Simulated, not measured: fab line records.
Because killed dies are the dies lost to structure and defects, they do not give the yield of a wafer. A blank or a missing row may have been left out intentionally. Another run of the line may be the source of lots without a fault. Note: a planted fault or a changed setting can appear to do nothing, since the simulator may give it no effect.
Which of the tools did it? / flow n5-finfet / 10 lots, 30 wafers sampled, at 2 steps of a route of 1938

## WHAT THE GAUGES READ, wafer by wafer
N5_WELL_APT_INSPECT_27: inspects for defects (macro).
lot=L908; measured=day 2 03:04; on=defect-inspect-02; raw-defect-count=2 3 2
lot=L909; measured=day 2 08:54; on=defect-inspect-02; raw-defect-count=3 2 2
lot=L912; measured=day 3 03:05; on=defect-inspect-01; raw-defect-count=5 1 2
lot=L913; measured=day 3 08:52; on=defect-inspect-02; raw-defect-count=2 2 1
lot=L914; measured=day 3 14:49; on=defect-inspect-01; raw-defect-count=2 2 2
lot=L917; measured=day 4 08:51; on=defect-inspect-02; raw-defect-count=3 1 1
lot=L918; measured=day 4 15:34; on=defect-inspect-01; raw-defect-count=1 1 4
lot=L920; measured=day 5 03:26; on=defect-inspect-01; raw-defect-count=3 3 1
lot=L927; measured=day 6 21:23; on=defect-inspect-01; raw-defect-count=2 1 4
lot=L928; measured=day 7 03:24; on=defect-inspect-01; raw-defect-count=2 0 2

## TOOL THAT RAN EACH LOT (tool first, then ch and the chambers of the sampled wafers, then the start)
lot=L908; N5_WELL_APT_IMPLANT_14=implanter-02 ch 0, day 2 02:01
lot=L909; N5_WELL_APT_IMPLANT_14=implanter-02 ch 0, day 2 07:55
lot=L912; N5_WELL_APT_IMPLANT_14=implanter-02 ch 0, day 3 02:07
lot=L913; N5_WELL_APT_IMPLANT_14=implanter-02 ch 0, day 3 07:54
lot=L914; N5_WELL_APT_IMPLANT_14=implanter-01 ch 0, day 3 13:50
lot=L917; N5_WELL_APT_IMPLANT_14=implanter-02 ch 0, day 4 07:44
lot=L918; N5_WELL_APT_IMPLANT_14=implanter-01 ch 0, day 4 14:13
lot=L920; N5_WELL_APT_IMPLANT_14=implanter-01 ch 0, day 5 02:04
lot=L927; N5_WELL_APT_IMPLANT_14=implanter-01 ch 0, day 6 20:19
lot=L928; N5_WELL_APT_IMPLANT_14=implanter-02 ch 0, day 7 02:20
- N5_WELL_APT_IMPLANT_14

## THE ANSWER, worked out from the rows above alone
Rule: the lots themselves supply what counts as usual. The widest of any qualifying gaps counts: lots, ordered by their means at a reading, are off when they make up no more than a third of the lots, leave a main group of 4 or more, and stand apart from it by 3 or more times the standard deviation of that group's means. A main group is skipped when, at the precision printed for the reading in the tables above, its means are all equal. A lot without any number at a reading at which 4 lots or more have one is off too. All remaining lots with rows at the step are treated as sound.
No lot is off on any of the readings shown, so nothing can be concluded from this.

## WHAT WAS PUT IN BY THE SIMULATOR
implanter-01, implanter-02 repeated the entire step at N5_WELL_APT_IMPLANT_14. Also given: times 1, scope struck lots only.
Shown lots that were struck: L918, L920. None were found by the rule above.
